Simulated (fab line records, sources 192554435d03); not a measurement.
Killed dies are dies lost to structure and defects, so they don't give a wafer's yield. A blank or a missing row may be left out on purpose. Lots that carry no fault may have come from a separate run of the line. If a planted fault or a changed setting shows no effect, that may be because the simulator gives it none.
Lot-split experiment | flow n5 finfet | on a route of 1938 steps: 7 lots, 21 wafers read

## SPLIT DETAILS
At N5_BEOL_M2_EXPOSE_08 (exposes mask M2), the setting dose mj was moved away from the recipe's 41.25 on 8 of the 21 wafers read, by -3.2% to +4.1%. For the rest of the wafers, this setting stayed at what the recipe calls for.

## FROM THE SPLIT TO THE READING: what the file shows between them, 9 steps
- N5_BEOL_M2_PEB_09: peb time 60 s
- N5_BEOL_M2_DEVELOP_10: develop time 30 s
- N5_BEOL_M2_DESCUM_16: chemistry O2, time 7 s
- N5_BEOL_M2_ETCH_74: etches underlayer in N2/H2, target depth 6.5 nm, time 5.2 s
- N5_BEOL_M2_ETCH_63: etches SiARC in CF4, target depth 15.6 nm, time 26 s
- N5_BEOL_M2_ETCH_64: etches SOC in N2/H2, target depth 75 nm, overetch 22.5 nm, time 121.9 s
- N5_BEOL_M2_STRIP_65: strips in N2/H2
- N5_BEOL_M2_STRIP_75: strips in N2/H2
- N5_BEOL_M2_STRIP_66: strips in CF4

## THE READING
BEOL_M2.cd offset nm (the simulator's own value, which no gauge read), in nm, at N5_BEOL_M2_HM_OPEN_17 (chemistry Cl2/BCl3, target TiN, target depth 20 nm, overetch 6 nm). No usual value for it is given in the file. Across the 13 wafers here that went through the recipe, the average is -0.1 nm and the standard deviation 0.25 nm.

wafer  | tool, chamber at the split | dose mj as run | against the recipe | BEOL_M2.cd offset nm, nm | against lot-mates on the recipe
L074.1 | euv scanner-02, 0          | 41.25          | recipe             | 0.4                      | -
L074.2 | euv scanner-02, 0          | 40.47          | -1.9%              | -0.2                     | -0.6
L074.5 | euv scanner-02, 0          | 40.47          | -1.9%              | -0.2                     | -0.6
L077.4 | euv scanner-02, 0          | 41.25          | recipe             | 0                        | -
L077.5 | euv scanner-02, 0          | 41.25          | recipe             | 0                        | -
L077.6 | euv scanner-02, 0          | 39.92          | -3.2%              | -1                       | -1.0
L076.3 | euv scanner-01, 0          | 41.25          | recipe             | -0.2                     | -
L076.6 | euv scanner-01, 0          | 41.25          | recipe             | -0.2                     | -
L076.4 | euv scanner-01, 0          | 41.25          | recipe             | 0.2                      | -
L078.2 | euv scanner-01, 0          | 41.25          | recipe             | -0.6                     | -
L078.3 | euv scanner-01, 0          | 42.93          | +4.1%              | 0.4                      | +1.0
L078.6 | euv scanner-01, 0          | 42.93          | +4.1%              | 0.6                      | +1.2
L086.1 | euv scanner-02, 0          | 42.87          | +3.9%              | 0.8                      | +0.6
L086.3 | euv scanner-02, 0          | 42.87          | +3.9%              | 0.8                      | +0.6
L086.2 | euv scanner-02, 0          | 41.25          | recipe             | 0.2                      | -
L087.2 | euv scanner-01, 0          | 40.41          | -2.0%              | -0.6                     | -0.6
L087.5 | euv scanner-01, 0          | 41.25          | recipe             | 0                        | -
L087.6 | euv scanner-01, 0          | 41.25          | recipe             | 0                        | -
L091.2 | euv scanner-01, 0          | 41.25          | recipe             | -0.2                     | -
L091.3 | euv scanner-01, 0          | 41.25          | recipe             | -0.2                     | -
L091.4 | euv scanner-01, 0          | 41.25          | recipe             | -0.4                     | -

FIT RESULTS
A straight line over all 21 wafers: BEOL_M2.cd offset nm changes by +0.188 nm for each +1% of dose mj; r = +0.84; the points scatter about the line by 0.25 nm.
The same after taking each lot's own level away (the mean of its wafers on the recipe; 21 wafers): +0.242 nm for each +1%; r = +0.96; scatter 0.16 nm.
According to that fit, moving dose mj by its largest amount changes the reading by 0.99 nm.
Measured against the standard deviation above, the lots' own levels, which go from -0.60 to 0.40 nm, span 3.9 times it.
Hence the slope depends on the lot-to-lot level, as the two fits are not the same.
Check: for one of the wafers moved furthest among these (+4.1%), held out of the fit, the line's prediction against its lot-mates is +0.916 nm. It came out at +1 nm against them.

## THESE WAFERS: OTHER SPLITS
Other splits were also applied to these wafers ahead of the reading. Each is held against what the fit with the lots' levels taken away leaves over:
other split on the same wafers            | wafers away from the commonest value | r with BEOL_M2.cd offset nm (lot level and that fit taken away)
N5_BEOL_M0_SAQP_COAT_81 spin rpm          | 8                                    | -0.27
N5_BEOL_M0_ETCH_128 source w              | 8                                    | -0.30
N5_BEOL_M0_TRENCH_ETCH_107 target depth a | 7                                    | +0.52
N5_BEOL_M1_ETCH_70 time s                 | 9                                    | +0.36
N5_BEOL_M1_TRENCH_ETCH_37 source w        | 6                                    | +0.10

## THE WHOLE CHAIN: every reading that the file lists as answering this split, in the file's order
step                  | what it does                                                            | reading                                                               | change (the file's fit)               | r (the file's)
N5_BEOL_M2_ETCH_74    | etches underlayer in N2/H2, target depth 6.5 nm, time 5.2 s             | BEOL_M2.cd offset nm (the simulator's own value, which no gauge read) | +0.208 nm for each +1% of the setting | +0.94
N5_BEOL_M2_ETCH_64    | etches SOC in N2/H2, target depth 75 nm, overetch 22.5 nm, time 121.9 s | BEOL_M2.cd offset nm (the simulator's own value, which no gauge read) | +0.237 nm for each +1% of the setting | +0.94
N5_BEOL_M2_HM_OPEN_17 | chemistry Cl2/BCl3, target TiN, target depth 20 nm, overetch 6 nm       | BEOL_M2.cd offset nm (the simulator's own value, which no gauge read) | +0.248 nm for each +1% of the setting | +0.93

## FILE'S OWN FIT
BEOL_M2.cd offset nm changes by +0.248 nm for each +1% of dose mj, r = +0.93.
